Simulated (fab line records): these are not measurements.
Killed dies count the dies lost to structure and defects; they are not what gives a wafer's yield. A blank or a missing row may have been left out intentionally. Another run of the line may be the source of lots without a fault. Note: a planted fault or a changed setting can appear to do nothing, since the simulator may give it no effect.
The same fault as seen by 2 desks    flow n5Finfet    only its own numbers are on each desk; what lay behind them is given at the end

## DESK OF THE TOOL OWNER: rieDiel-02
The tool's own readings at N5_BEOL_M4_TRENCH_ETCH_37 (etches SiOC in C4F6/O2, target depth 55.555 nm, time 29.2 s): means of the sampled wafers that have a number, for each lot that ran on this tool. Any lot whose mean is over 4 standard deviations away from the usual mean is out of limits and marked OUT; that distance is given in the brackets.
Columns: A = chamberPressureMTorr at N5_BEOL_M4_TRENCH_ETCH_37, usual 30.000 mTorr; B = drypumpMotorCurrentA at N5_BEOL_M4_TRENCH_ETCH_37, usual 5.7 A; C = oesProductAu at N5_BEOL_M4_TRENCH_ETCH_37, usual 0.77 a.u.; D = rfVppV at N5_BEOL_M4_TRENCH_ETCH_37, usual 668 V; E = runLengthS at N5_BEOL_M4_TRENCH_ETCH_37, usual 52.5 s; F = showerheadPlenumPTorr at N5_BEOL_M4_TRENCH_ETCH_37, usual 2.86 Torr; G = throttleValvePct at N5_BEOL_M4_TRENCH_ETCH_37, usual 20.85 %
lot   first seen here  A       B    C     D    E     F     G
L823  day 12 06:37     29.993  5.9  0.74  672  52.8  2.84  20.97
L824  day 12 07:05     30.000  5.6  0.74  674  52.4  2.84  21.00
L825  day 12 11:09     30.003  6.0  0.93  669  52.0  2.89  20.70
L837  day 15 17:35     30.027  5.8  0.83  668  51.4  2.87  20.82
L836  day 15 23:49     30.003  5.6  0.71  672  51.8  2.83  21.05
This desk's finding: nothing out of limits on any of the 5 lots.

## METROLOGY DESK
What the gauges read, lot by lot, whatever tool the lot ran on: means of the sampled wafers that have a number. Any lot whose mean is over 4 standard deviations away from the usual mean is out of limits and marked OUT; that distance is given in the brackets. 7 of its 11 readings are shown, namely those furthest out on some lot.
Columns: A = trenchDepthNm at N5_BEOL_M4_OCD_MEAS_38, usual 55.5 nm; B = DIBL_N at N5_BEOL_M4_RC_MEAS_101, usual 36.0 mV/V; C = DIBL_P at N5_BEOL_M4_RC_MEAS_101, usual 36.2 mV/V; D = IOFF_N at N5_BEOL_M4_RC_MEAS_101, usual 0.155 nA/um; E = ION_N at N5_BEOL_M4_RC_MEAS_101, usual 674 uA/um; F = ION_P at N5_BEOL_M4_RC_MEAS_101, usual 463 uA/um; G = VT_N at N5_BEOL_M4_RC_MEAS_101, usual 250.0 mV
lot   first seen here  A     B     C     D      E    F    G
L823  day 12 06:46     55.1  35.4  36.5  0.151  672  458  251.0
L824  day 12 07:14     55.4  36.6  35.9  0.167  678  458  249.1
L825  day 12 11:18     56.7  37.8  39.4  0.200  685  466  245.1
L826  day 12 18:49     55.5  35.0  36.2  0.159  679  465  250.1
L827  day 13 04:02     56.2  33.6  34.0  0.138  668  458  249.5
L838  day 15 07:23     55.8  34.9  34.6  0.125  669  464  253.6
L837  day 15 17:44     54.9  34.0  33.7  0.124  657  451  254.6
L836  day 15 23:58     54.0  35.1  33.5  0.125  668  457  254.5
This desk's finding: nothing out of limits on any of the 8 lots.

## PUT TOGETHER
The tool owner's desk saw nothing out of limits.
Metrology desk: nothing out of limits seen.

## WHAT WAS PUT IN BY THE SIMULATOR
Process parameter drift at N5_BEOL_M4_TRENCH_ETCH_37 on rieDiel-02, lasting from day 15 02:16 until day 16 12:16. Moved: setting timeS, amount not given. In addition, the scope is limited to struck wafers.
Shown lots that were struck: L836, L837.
